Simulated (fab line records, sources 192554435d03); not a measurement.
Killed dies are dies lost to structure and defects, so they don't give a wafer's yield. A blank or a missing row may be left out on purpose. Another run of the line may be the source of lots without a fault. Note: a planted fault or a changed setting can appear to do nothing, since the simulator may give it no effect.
fab line records | flow n5Finfet
record: lots: 5 | wafers: 15 | lastDay: 18
route steps=1938 shown BEOL_M14@1718 PASSIVATION@1936
lots untouched by any fault: they come from a run of this same line in which no faults occurred
startH: start of the lot's first displayed wafer, in hours after the record's first day | waitH: time in hours since the lot's previous step | " the same as in the row above | L1.1+2: one row covering several wafers at once | - value missing, or start not given | * or withheld: withheld | < > ~ a bound
route shown NAME@n: a module of which the file shows steps, and the number in the route of the first | usual: the fault-free wafers' mean and standard deviation | same: alike in all rows | chamber/n: place in a boat | sites: each site's reading | _std_site: the values' standard deviation | _edge_site: inner sites' mean taken away from outer sites' mean | radiusMm: for every site, how far away it sits from the centre of the wafer | mask NAME#n: copy n | behind: tool/chamber where the wafer was last shaped | hold: cause of the lot's hold/its duration in hours/its outcome | device: transistor that didn't switch, given as n, p or np | end of line: tests of these same wafers at the route's end | for a step that has no rows: nothing shown but its recipe | killed: dies that structure and defects cost at the first sort, which is not the same as the wafer's yield | map: per-die view of a wafer (x killed, . not killed, _ where there is no die)
set.NAME: the setting the step ran with; set.NAME@STEP: the setting that earlier step ran with | model.NAME: the simulator's own value behind a step, which no gauge read
lots at some steps of the route; a table a step, a row a wafer
services: when a tool's chamber went out of use (startH, in hours from the record's first day, below 0 if earlier), for how many hours, and the reason
== steps ==
step: N5_BEOL_M14_COAT_58
recipe: resist: BARC | tempC: 205 | timeS: 60 | spinRpm: 1500 | resistThkNm: 89
step: N5_BEOL_M14_COAT_04
recipe: spinRpm: 1704 | resistThkNm: 800
step: N5_BEOL_M14_EBR_06
recipe: solvent: PGMEA | ebrWidthMm: 1.5
step: N5_BEOL_M14_SOFTBAKE_05
recipe: tempC: 130 | timeS: 60
step: N5_BEOL_M14_EXPOSE_07
recipe: maskId: V13 | na: 0.8 | sourceShape: annular | sigmaInner: 0.5 | sigmaOuter: 0.8 | polarization: unpolarized | attpsmPhaseDeg: 180 | doseMj: 57
step: N5_BEOL_M14_PEB_08
recipe: pebTempC: 130 | pebTimeS: 90
step: N5_BEOL_M14_DEVELOP_09
recipe: developTimeS: 45 | rinseLiquid: diw | dry: airSpin | devTempC: 21
step: N5_BEOL_M14_HARDBAKE_14
recipe: tempC: 130 | timeS: 120
step: N5_BEOL_M14_CD_MEAS_10
recipe: targetCdNm: 250 | landingEnergyEv: 500 | detector: seInlens | polarity: opening
usual: cdNm: 250.1/1.7
lot.wafer | tool     | chamber | startH | waitH | cdNm
L547.3    | cdSem-03 | 0       | 286.15 | -     | 252.1
L547.4    | "        | 0       | "      | "     | 251.4
L547.6    | "        | 0       | "      | "     | 251.6
L549.2    | cdSem-02 | 0       | 286.65 | -     | 248.6
L549.3    | "        | 0       | "      | "     | 247.3
L549.5    | "        | 0       | "      | "     | 246.9
L562.2    | cdSem-01 | 0       | 371.58 | -     | 252.5
L562.3    | "        | 0       | "      | "     | 253.3
L562.4    | "        | 0       | "      | "     | 253.8
L567.1    | cdSem-02 | 0       | 395.90 | -     | 248.4
L567.3    | "        | 0       | "      | "     | 247.3
L567.5    | "        | 0       | "      | "     | 250.2
L568.1    | cdSem-02 | 0       | 400.81 | -     | 250.9
L568.2    | "        | 0       | "      | "     | 250.1
L568.3    | "        | 0       | "      | "     | 249.5
step: N5_BEOL_M14_OVL_MEAS_11
recipe: pointsPerWafer: 44
usual: V13_OVL: 1/4.6
lot.wafer | tool       | chamber | startH | waitH | V13_OVL[nm]
L547.3    | overlay-01 | 0       | 286.18 | 0.0   | -1
L547.4    | "          | 0       | "      | "     | 5
L547.6    | "          | 0       | "      | "     | 2
L549.2    | overlay-01 | 0       | 286.68 | 0.0   | 8
L549.3    | "          | 0       | "      | "     | 9
L549.5    | "          | 0       | "      | "     | 4
L562.2    | overlay-01 | 0       | 371.61 | 0.0   | 6
L562.3    | "          | 0       | "      | "     | 9
L562.4    | "          | 0       | "      | "     | 3
L567.1    | overlay-01 | 0       | 395.93 | 0.0   | 5
L567.3    | "          | 0       | "      | "     | -1
L567.5    | "          | 0       | "      | "     | 1
L568.1    | overlay-01 | 0       | 400.84 | 0.0   | 9
L568.2    | "          | 0       | "      | "     | 9
L568.3    | "          | 0       | "      | "     | 6
step: N5_BEOL_M14_INSPECT_12
recipe: mode: adi | inspectInstrument: macro
usual: rawDefectCount: 2.2/1.6
lot.wafer | tool             | chamber | startH | waitH | rawDefectCount
L547.3    | defectInspect-02 | -       | 286.20 | 0.0   | 3
L547.4    | "                | -       | "      | "     | 4
L547.6    | "                | -       | "      | "     | 5
L549.2    | defectInspect-01 | -       | 286.70 | 0.0   | 2
L549.3    | "                | -       | "      | "     | 0
L549.5    | "                | -       | "      | "     | 1
L562.2    | defectInspect-02 | -       | 371.64 | 0.0   | 5
L562.3    | "                | -       | "      | "     | 1
L562.4    | "                | -       | "      | "     | 1
L567.1    | defectInspect-02 | -       | 395.96 | 0.0   | 3
L567.3    | "                | -       | "      | "     | 3
L567.5    | "                | -       | "      | "     | 4
L568.1    | defectInspect-01 | -       | 400.86 | 0.0   | 2
L568.2    | "                | -       | "      | "     | 1
L568.3    | "                | -       | "      | "     | 2
step: N5_BEOL_M14_DESCUM_15
recipe: chemistry: O2 | timeS: 7.9 | sourcePowerW: 50 | biasPowerW: 20 | pressureMtorr: 20 | rfFrequencyHz: 2.712e+07 | tempC: 40 | o2FlowSccm: 225
usual: drypumpMotorCurrentA: 5.9/0.57 | oesProductAu: 0.80/0.09 | rfVppV: 243.7/1.4 | showerheadPlenumPTorr: 2.13/0.083 | throttleValvePct: 20.34/0.3
lot.wafer | tool       | chamber | startH | waitH | drypumpMotorCurrentA | oesProductAu | rfHoursCounterH | rfVppV | showerheadPlenumPTorr | throttleValvePct
L547.3    | rieDiel-02 | 3       | 286.23 | 0.0   | 6.0                  | 0.86         | 67              | 244.7  | 2.23                  | 20.62
L547.4    | "          | 1       | "      | "     | 6.5                  | 0.86         | 57              | 246.4  | 2.20                  | 20.00
L547.6    | "          | 2       | "      | "     | 5.7                  | 0.76         | -               | 243.4  | 2.09                  | 20.40
L549.2    | rieDiel-01 | 0       | 286.74 | 0.0   | 6.8                  | 0.71         | 206             | 244.0  | 2.07                  | 20.58
L549.3    | "          | 2       | "      | "     | 4.9                  | 0.69         | 226             | 241.2  | 1.98                  | 20.50
L549.5    | "          | 2       | "      | "     | 4.9                  | 0.69         | -               | 241.5  | 1.99                  | 20.52
L562.2    | rieDiel-01 | 3       | 371.67 | 0.0   | 5.1                  | 0.77         | 118             | 242.0  | 2.00                  | 20.04
L562.3    | "          | 1       | "      | "     | 6.2                  | 0.74         | 169             | 244.9  | 2.18                  | 20.59
L562.4    | "          | 1       | "      | "     | 6.2                  | 0.75         | -               | 243.1  | 2.18                  | 20.58
L567.1    | rieDiel-02 | 3       | 396.09 | 0.1   | 6.0                  | 0.83         | 102             | 243.8  | 2.21                  | 20.67
L567.3    | "          | 2       | "      | "     | 5.7                  | 0.74         | 158             | 243.0  | 2.08                  | 20.47
L567.5    | "          | 0       | "      | "     | 6.2                  | 0.89         | -               | 244.2  | 2.13                  | 19.67
L568.1    | rieDiel-05 | 0       | 400.90 | 0.0   | 5.6                  | 0.87         | 68              | 243.2  | 2.13                  | 20.59
L568.2    | "          | 2       | "      | "     | 5.6                  | 0.94         | 11              | 243.5  | 2.14                  | 20.36
L568.3    | "          | 3       | "      | "     | 6.2                  | 0.86         | 56              | 244.8  | 2.23                  | 20.31
step: N5_BEOL_M14_ETCH_59
recipe: chemistry: N2/H2 | target: BARC | targetDepthA: 890 | overetchA: 267 | timeS: 67.9 | ionEnergyEv: 200 | pressureMtorr: 30 | sourceW: 840 | biasW: 150 | n2FlowSccm: 200 | h2FlowSccm: 200
usual: drypumpMotorCurrentA: 5.9/0.57 | oesProductAu: 0.68/0.073 | rfVppV: 525.1/2.8 | showerheadPlenumPTorr: 2.58/0.091 | throttleValvePct: 17.80/0.26
lot.wafer | tool       | chamber | startH | waitH | drypumpMotorCurrentA | oesProductAu | rfHoursCounterH | rfVppV | showerheadPlenumPTorr | throttleValvePct | model.coat_of_BEOL_M14_COAT_04.thkNm
L547.3    | rieDiel-02 | 3       | 286.27 | 0.0   | 6.0                  | 0.74         | 67              | 529.0  | 2.68                  | 17.80            | 716.6
L547.4    | "          | 1       | "      | "     | 6.5                  | 0.74         | 57              | 526.5  | 2.69                  | 17.58            | 718.8
L547.6    | "          | 2       | "      | "     | 5.7                  | 0.66         | -               | 524.4  | 2.57                  | 18.11            | 719.2
L549.2    | rieDiel-01 | 0       | 286.77 | 0.0   | 6.8                  | 0.61         | 206             | 522.1  | 2.51                  | 17.89            | 719.2
L549.3    | "          | 2       | "      | "     | 4.9                  | 0.59         | 226             | 519.4  | 2.41                  | 18.03            | 720.6
L549.5    | "          | 2       | "      | "     | 4.9                  | 0.59         | -               | 519.5  | 2.42                  | 18.03            | 720.2
L562.2    | rieDiel-01 | 3       | 371.70 | 0.0   | 5.1                  | 0.66         | 118             | 520.1  | 2.46                  | 17.66            | 715.6
L562.3    | "          | 1       | "      | "     | 6.1                  | 0.63         | 169             | 527.8  | 2.65                  | 18.10            | 715
L562.4    | "          | 1       | "      | "     | 6.1                  | 0.64         | -               | 527.8  | 2.65                  | 18.08            | 686.4
L567.1    | rieDiel-02 | 3       | 396.12 | 0.0   | 6.0                  | 0.70         | 102             | 526.6  | 2.66                  | 17.86            | 714.2
L567.3    | "          | 2       | "      | "     | 5.7                  | 0.64         | 158             | 524.5  | 2.55                  | 18.19            | 714.8
L567.5    | "          | 0       | "      | "     | 6.2                  | 0.77         | -               | 524.9  | 2.59                  | 17.18            | 716.8
L568.1    | rieDiel-05 | 0       | 400.93 | 0.0   | 5.6                  | 0.73         | 68              | 524.9  | 2.56                  | 17.83            | 720.2
L568.2    | "          | 2       | "      | "     | 5.6                  | 0.79         | 11              | 523.4  | 2.60                  | 17.81            | 719.6
L568.3    | "          | 3       | "      | "     | 6.3                  | 0.73         | 56              | 528.5  | 2.68                  | 17.63            | 717.4
step: N5_BEOL_M14_VIA_ETCH_16
recipe: chemistry: C4F8/O2/Ar | target: SiO2 | heInnerTorr: 15 | heOuterTorr: 30 | targetDepthA: 12313 | timeS: withheld | ionEnergyEv: 800 | pressureMtorr: 20 | sourceW: 1905 | biasW: 2040 | Ar_flow_sccm: 400 | C4F8_flow_sccm: 16 | O2_flow_sccm: 12 | ends: cleared
usual: drypumpMotorCurrentA: 5.9/0.57 | oes_ar_750_au: 0.80/0.087 | oesProductAu: 0.72/0.08 | rfVppV: 2229/31 | showerheadPlenumPTorr: 3.50/0.12 | throttleValvePct: 30.8/0.34
lot.wafer | tool       | chamber | startH | waitH | drypumpMotorCurrentA | oes_ar_750_au | oesProductAu | rfVppV | showerheadPlenumPTorr | throttleValvePct | model.coat_of_BEOL_M14_COAT_04.thkNm
L547.3    | rieDiel-02 | 3       | 286.32 | 0.0   | 6.0                  | 0.85          | 0.78         | 2194   | 3.64                  | 31.1             | 451.4
L547.4    | "          | 1       | "      | "     | 6.5                  | 0.85          | 0.78         | 2253   | 3.62                  | 30.5             | 460.2
L547.6    | "          | 2       | "      | "     | 5.6                  | 0.78          | 0.71         | 2243   | 3.43                  | 30.8             | 450
L549.2    | rieDiel-01 | 0       | 286.82 | 0.0   | 6.8                  | 0.71          | 0.63         | 2259   | 3.44                  | 31.2             | 459.6
L549.3    | "          | 2       | "      | "     | 4.9                  | 0.68          | 0.62         | 2197   | 3.27                  | 30.9             | 462.4
L549.5    | "          | 2       | "      | "     | 4.9                  | 0.69          | 0.62         | 2197   | 3.27                  | 30.9             | 454.4
L562.2    | rieDiel-01 | 3       | 371.76 | 0.0   | 5.1                  | 0.79          | 0.70         | 2181   | 3.35                  | 30.7             | 450.6
L562.3    | "          | 1       | "      | "     | 6.2                  | 0.75          | 0.68         | 2254   | 3.57                  | 31.1             | 446.2
L562.4    | "          | 1       | "      | "     | 6.2                  | 0.75          | 0.68         | 2253   | 3.57                  | 31.1             | 416.4
L567.1    | rieDiel-02 | 3       | 396.17 | 0.0   | 6.0                  | 0.82          | 0.74         | 2195   | 3.62                  | 31.2             | 450.2
L567.3    | "          | 2       | "      | "     | 5.7                  | 0.75          | 0.67         | 2241   | 3.41                  | 30.8             | 454.6
L567.5    | "          | 0       | "      | "     | 6.2                  | 0.91          | 0.81         | 2256   | 3.50                  | 30.1             | 453.6
L568.1    | rieDiel-05 | 0       | 400.98 | 0.0   | 5.6                  | 0.86          | 0.78         | 2271   | 3.50                  | 31.2             | 462
L568.2    | "          | 2       | "      | "     | 5.6                  | 0.93          | 0.83         | 2203   | 3.53                  | 31.1             | 461
L568.3    | "          | 3       | "      | "     | 6.2                  | 0.87          | 0.77         | 2191   | 3.62                  | 30.7             | 445
step: N5_BEOL_M14_STRIP_63
recipe: chemistry: O2 | powerW: 600 | tempC: 60 | pressureMtorr: 30 | rfFrequencyHz: 6e+07 | biasPowerW: 0 | overashFraction: 0.3 | o2FlowSccm: 225
usual: drypumpMotorCurrentA: 5.9/0.57 | oesProductAu: 0.80/0.09 | rfVppV: 3.6/0.88 | showerheadPlenumPTorr: 2.13/0.083 | throttleValvePct: 16.58/0.27
lot.wafer | tool       | chamber | startH | waitH | drypumpMotorCurrentA | oesProductAu | rfHoursCounterH | rfVppV | showerheadPlenumPTorr | throttleValvePct
L547.3    | rieDiel-02 | 3       | -      | -     | 6.0                  | 0.87         | 67              | 4.2    | 2.23                  | 16.78
L547.4    | "          | 1       | "      | "     | 6.5                  | 0.86         | 57              | 3.7    | 2.21                  | 16.27
L547.6    | "          | 2       | "      | "     | 5.7                  | 0.77         | -               | 4.4    | 2.10                  | 16.61
L549.2    | rieDiel-01 | 0       | -      | -     | 6.8                  | 0.70         | 206             | 4.3    | 2.07                  | 16.82
L549.3    | "          | 2       | "      | "     | 4.9                  | 0.68         | 226             | 3.4    | 1.99                  | 16.77
L549.5    | "          | 2       | "      | "     | 4.9                  | 0.69         | -               | 3.2    | 1.99                  | 16.79
L562.2    | rieDiel-01 | 3       | -      | -     | 5.1                  | 0.77         | 119             | 3.8    | 2.00                  | 16.39
L562.3    | "          | 1       | "      | "     | 6.1                  | 0.74         | 169             | 5.2    | 2.19                  | 16.81
L562.4    | "          | 1       | "      | "     | 6.1                  | 0.74         | -               | 2.2    | 2.19                  | 16.79
L567.1    | rieDiel-02 | 3       | -      | -     | 6.0                  | 0.83         | 103             | 4.6    | 2.22                  | 16.90
L567.3    | "          | 2       | "      | "     | 5.6                  | 0.74         | 158             | 4.0    | 2.08                  | 16.71
L567.5    | "          | 0       | "      | "     | 6.2                  | 0.91         | -               | 2.4    | 2.13                  | 15.96
L568.1    | rieDiel-05 | 0       | -      | -     | 5.6                  | 0.86         | 68              | 3.1    | 2.14                  | 16.73
L568.2    | "          | 2       | "      | "     | 5.6                  | 0.94         | 11              | 2.6    | 2.14                  | 16.55
L568.3    | "          | 3       | "      | "     | 6.2                  | 0.85         | 56              | 3.8    | 2.24                  | 16.47
step: N5_BEOL_M14_STRIP_64
recipe: chemistry: O2 | powerW: 600 | tempC: 60 | pressureMtorr: 30 | rfFrequencyHz: 6e+07 | biasPowerW: 0 | overashFraction: 0.3 | o2FlowSccm: 225
usual: drypumpMotorCurrentA: 5.9/0.57 | oesProductAu: 0.80/0.088 | rfVppV: 3.7/0.46 | showerheadPlenumPTorr: 2.13/0.083 | throttleValvePct: 16.58/0.27
lot.wafer | tool       | chamber | startH | waitH | drypumpMotorCurrentA | oesProductAu | rfHoursCounterH | rfVppV | showerheadPlenumPTorr | throttleValvePct
L547.3    | rieDiel-02 | 3       | -      | -     | 6.0                  | 0.87         | 67              | 3.2    | 2.23                  | 16.80
L547.4    | "          | 1       | "      | "     | 6.5                  | 0.86         | 57              | 3.4    | 2.21                  | 16.28
L547.6    | "          | 2       | "      | "     | 5.6                  | 0.77         | -               | 4.2    | 2.10                  | 16.66
L549.2    | rieDiel-01 | 0       | -      | -     | 6.8                  | 0.70         | 206             | 4.3    | 2.07                  | 16.82
L549.3    | "          | 2       | "      | "     | 4.9                  | 0.69         | 226             | 3.9    | 1.99                  | 16.78
L549.5    | "          | 2       | "      | "     | 4.9                  | 0.69         | -               | 3.5    | 1.99                  | 16.76
L562.2    | rieDiel-01 | 3       | -      | -     | 5.1                  | 0.77         | 119             | 3.9    | 2.00                  | 16.39
L562.3    | "          | 1       | "      | "     | 6.2                  | 0.75         | 169             | 4.4    | 2.19                  | 16.81
L562.4    | "          | 1       | "      | "     | 6.1                  | 0.75         | -               | 4.3    | 2.19                  | 16.80
L567.1    | rieDiel-02 | 3       | -      | -     | 6.0                  | 0.83         | 103             | 3.5    | 2.22                  | 16.86
L567.3    | "          | 2       | "      | "     | 5.7                  | 0.75         | 158             | 3.7    | 2.08                  | 16.72
L567.5    | "          | 0       | "      | "     | 6.2                  | 0.90         | -               | 3.3    | 2.13                  | 15.98
L568.1    | rieDiel-05 | 0       | -      | -     | 5.6                  | 0.86         | 68              | 3.6    | 2.14                  | 16.75
L568.2    | "          | 2       | "      | "     | 5.6                  | 0.93         | 11              | 2.7    | 2.15                  | 16.53
L568.3    | "          | 3       | "      | "     | 6.2                  | 0.85         | 56              | 4.0    | 2.24                  | 16.48
step: N5_BEOL_M14_STRIP_71
recipe: chemistry: postEtchResidueRemover | timeS: 60 | tempC: 25 | removerPh: withheld | removerWaterWtPct: withheld | removerFluorideWtPct: withheld
step: N5_BEOL_M14_SRD_72
recipe: timeS: 30 | tempC: 23 | rinseLiquid: diw | dry: n2Spin | spinRpm: 1500 | dryTimeS: 30
step: N5_BEOL_M14_CD_MEAS_17
recipe: targetCdNm: 250 | polarity: opening
usual: cdNm: 250.3/1.9
lot.wafer | tool     | chamber | startH | waitH | cdNm
L547.3    | cdSem-03 | -       | 286.67 | 0.0   | 252.4
L547.4    | "        | -       | "      | "     | 249.6
L547.6    | "        | -       | "      | "     | 252.1
L549.2    | cdSem-02 | -       | 287.17 | 0.0   | 246.2
L549.3    | "        | -       | "      | "     | 247.0
L549.5    | "        | -       | "      | "     | 248.0
L562.2    | cdSem-03 | -       | 372.11 | 0.0   | 252.8
L562.3    | "        | -       | "      | "     | 254.0
L562.4    | "        | -       | "      | "     | 258.4
L567.1    | cdSem-02 | -       | 396.52 | 0.0   | 248.8
L567.3    | "        | -       | "      | "     | 248.7
L567.5    | "        | -       | "      | "     | 249.4
L568.1    | cdSem-01 | -       | 401.33 | 0.0   | 252.0
L568.2    | "        | -       | "      | "     | 251.0
L568.3    | "        | -       | "      | "     | 250.2
step: N5_BEOL_M14_COAT_65
recipe: resist: SOC | tempC: 250 | timeS: 60 | spinRpm: 1500 | resistThkNm: 450
step: N5_PASSIVATION_PROBE_49
usual: defectLimitedYield: 91.2/1.5 | killed_at_M0_to_M3: 33/9.6 | killed_at_M4_up: 14/5.6 | killedAtContacts: 14/5.5 | killedAtFrontEnd: 40/13 | killedAtOther: 4/3 | killedDies: 104/17 | killedOpen: 68/13 | killedShort: 33/7.2 | sort_bin_5_function: 5.2/0.95 | sort_bin_6_memory: 3.3/0.62 | sortNPass: 1076/17 | sortYieldPct: 91.2/1.5
same: grossDies: 1180 | killedAtBackSide: 0 | sort_bin_4_leakage[%]: 0 | sort_bin_8_speed[%]: 0
lot.wafer | tool      | chamber | startH | waitH | defectLimitedYield[%] | killed_at_M0_to_M3 | killed_at_M4_up | killedAtContacts | killedAtFrontEnd | killedAtOther | killedDies | killedOpen | killedShort | sort_bin_5_function[%] | sort_bin_6_memory[%] | sortNPass | sortYieldPct[%]
L547.3    | prober-02 | -       | 312.54 | 0.1   | 91.9                  | 19                 | 28              | 22               | 25               | 1             | 95         | 62         | 30          | 4.5                    | 3.3                  | 1085      | 91.9
L547.4    | prober-02 | -       | 312.59 | 0.2   | 91.9                  | 37                 | 8               | 15               | 34               | 2             | 96         | 57         | 37          | 4.7                    | 3.0                  | 1084      | 91.9
L547.6    | prober-02 | -       | 312.69 | 0.3   | 91.2                  | 36                 | 24              | 12               | 31               | 1             | 104        | 71         | 31          | 5.1                    | 3.6                  | 1076      | 91.2
L549.2    | prober-01 | -       | 315.13 | 0.1   | 88.6                  | 31                 | 15              | 19               | 66               | 4             | 135        | 88         | 44          | 7.2                    | 3.9                  | 1045      | 88.6
L549.3    | prober-01 | -       | 315.18 | 0.1   | 87.9                  | 47                 | 14              | 2                | 75               | 5             | 143        | 94         | 46          | 6.1                    | 5.4                  | 1037      | 87.9
L549.5    | prober-01 | -       | 315.28 | 0.2   | 89.6                  | 44                 | 11              | 17               | 48               | 3             | 123        | 84         | 35          | 6.4                    | 3.5                  | 1057      | 89.6
L562.2    | prober-02 | -       | 397.79 | 0.1   | 90.8                  | 29                 | 17              | 8                | 51               | 3             | 108        | 71         | 36          | 5.5                    | 3.3                  | 1072      | 90.8
L562.3    | prober-02 | -       | 397.84 | 0.1   | 89.2                  | 35                 | 14              | 17               | 56               | 5             | 127        | 81         | 42          | 6.5                    | 3.6                  | 1053      | 89.2
L562.4    | prober-02 | -       | 397.89 | 0.2   | 89.4                  | 39                 | 16              | 14               | 53               | 3             | 125        | 89         | 29          | 5.6                    | 4.3                  | 1055      | 89.4
killed by level:class
L547.3 MOL_CONTACT_COAG:geometricParticle:open=18 BEOL_M4:geometricParticle:open=14 FIN_SAQP:geometricParticle:open=5 FIN_SAQP:geometricParticle:short=5 STI_FIN_REVEAL:geometricParticle:open=4 MOL_CONTACT_COAG:geometricParticle:short=4 BEOL_M4:geometricParticle:short=4 BEOL_M2:geometricParticle:open=4
L547.4 FIN_SAQP:geometricParticle:open=10 MOL_CONTACT_COAG:geometricParticle:open=8 STI_FIN_REVEAL:geometricParticle:open=7 BEOL_M3:geometricParticle:open=7 MOL_CONTACT_COAG:geometricParticle:short=6 BEOL_M0_SAQP:geometricParticle:short=5 BEOL_M1:geometricParticle:open=5 BEOL_M1:geometricParticle:short=4
L547.6 BEOL_M4:geometricParticle:open=15 MOL_CONTACT_COAG:geometricParticle:open=9 GATE_CUT:geometricParticle:short=7 BEOL_M0:geometricParticle:open=7 BEOL_M2:geometricParticle:open=7 FIN_SAQP:geometricParticle:open=5 FIN_SAQP:geometricParticle:short=5 DUMMY_GATE:geometricParticle:open=5
L549.2 STI_FIN_REVEAL:geometricParticle:open=23 MOL_CONTACT_COAG:geometricParticle:open=15 FIN_SAQP:geometricParticle:short=13 FIN_SAQP:geometricParticle:open=9 BEOL_M0_SAQP:geometricParticle:open=9 BEOL_M1:geometricParticle:open=6 STI_FIN_REVEAL:geometricParticle:short=6 DUMMY_GATE:geometricParticle:open=5
L549.3 STI_FIN_REVEAL:geometricParticle:open=19 FIN_SAQP:geometricParticle:open=16 FIN_SAQP:geometricParticle:short=12 BEOL_M0_SAQP:geometricParticle:short=9 BEOL_M0_SAQP:geometricParticle:open=8 BEOL_M3:geometricParticle:open=8 DUMMY_GATE:geometricParticle:open=7 BEOL_M1:geometricParticle:open=7
L549.5 MOL_CONTACT_COAG:geometricParticle:open=13 BEOL_M1:geometricParticle:open=13 STI_FIN_REVEAL:geometricParticle:open=11 BEOL_M2:geometricParticle:open=11 DUMMY_GATE:geometricParticle:open=8 FIN_SAQP:geometricParticle:short=7 FIN_SAQP:geometricParticle:open=6 BEOL_M1:geometricParticle:short=4
L562.2 FIN_SAQP:geometricParticle:open=17 STI_FIN_REVEAL:geometricParticle:open=11 FIN_SAQP:geometricParticle:short=9 BEOL_M0_SAQP:geometricParticle:open=9 MOL_CONTACT_COAG:geometricParticle:open=8 BEOL_M3:geometricParticle:open=6 BEOL_M0_SAQP:geometricParticle:short=6 BEOL_M4:geometricParticle:short=6
L562.3 FIN_SAQP:geometricParticle:open=20 MOL_CONTACT_COAG:geometricParticle:open=15 FIN_SAQP:geometricParticle:short=13 BEOL_M2:geometricParticle:open=11 BEOL_M0_SAQP:geometricParticle:short=11 BEOL_M4:geometricParticle:open=8 DUMMY_GATE:geometricParticle:open=6 GATE_CUT:geometricParticle:short=6
L562.4 STI_FIN_REVEAL:geometricParticle:open=22 MOL_CONTACT_COAG:geometricParticle:open=12 BEOL_M0_SAQP:geometricParticle:open=12 FIN_SAQP:geometricParticle:open=8 BEOL_M1:geometricParticle:open=8 FIN_SAQP:geometricParticle:short=7 BEOL_M2:geometricParticle:open=6 BEOL_M0_SAQP:geometricParticle:short=4
== services ==
tool       | chamber | startH | hours | kind
rieDiel-05 | 1       | 297.02 | -     | clean
rieDiel-05 | 1       | 297.02 | -     | consumableReplace:focusRing
rieDiel-05 | 1       | 297.02 | 22.1  | scheduledDown
rieDiel-05 | 1       | 297.02 | 22.1  | ventCycle
rieDiel-02 | 2       | 306.72 | 4.8   | repair
rieDiel-02 | 0       | 313.32 | -     | clean
rieDiel-02 | 0       | 313.32 | -     | consumableReplace:focusRing
rieDiel-02 | 0       | 313.32 | 30.2  | scheduledDown
rieDiel-02 | 0       | 313.32 | 30.2  | ventCycle
rieDiel-02 | 3       | 317.48 | 4.5   | repair
rieDiel-02 | 3       | 329.20 | 11.3  | repair
rieDiel-02 | 2       | 332.84 | 7.0   | repair
rieDiel-01 | 3       | 344.13 | 12.7  | repair
rieDiel-01 | 2       | 357.00 | -     | clean
rieDiel-01 | 2       | 357.00 | -     | consumableReplace:focusRing
rieDiel-01 | 2       | 357.00 | -     | consumableReplace:showerhead
rieDiel-01 | 2       | 357.00 | 21.3  | scheduledDown
rieDiel-01 | 2       | 357.00 | 21.3  | ventCycle
rieDiel-02 | 0       | 379.82 | 4.5   | repair
rieDiel-05 | 1       | 389.81 | 22.9  | repair
rieDiel-01 | 0       | 390.12 | -     | clean
rieDiel-01 | 0       | 390.12 | -     | consumableReplace:focusRing
rieDiel-01 | 0       | 390.12 | 27.8  | scheduledDown
rieDiel-01 | 0       | 390.12 | 27.8  | ventCycle
== key ==
firstSign: step: N5_BEOL_M14_CD_MEAS_17 | reading: cdNm | direction: up | sigmas: 4.3 | usual: 250.3 | struck: 258.4
effect none on later readings
modelEffect: step: N5_BEOL_M14_ETCH_59 | value: coat_of_BEOL_M14_COAT_04.thkNm | without: 714 | struck: 686.4
modelEffect: step: N5_BEOL_M14_VIA_ETCH_16 | value: coat_of_BEOL_M14_COAT_04.thkNm | without: 443.8 | struck: 416.4
metAt N5_BEOL_M14_ETCH_59
struckWafers L562.4
onsetBetween 286.77 371.70
fault: kind: processParameterDrift | tool: rieDiel-01 | chamber: - | onsetH: 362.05 | steps: N5_BEOL_M14_ETCH_59 | channel: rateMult | offset: 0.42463 | shape: step | endH: 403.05 | scope: struckWafersOnly
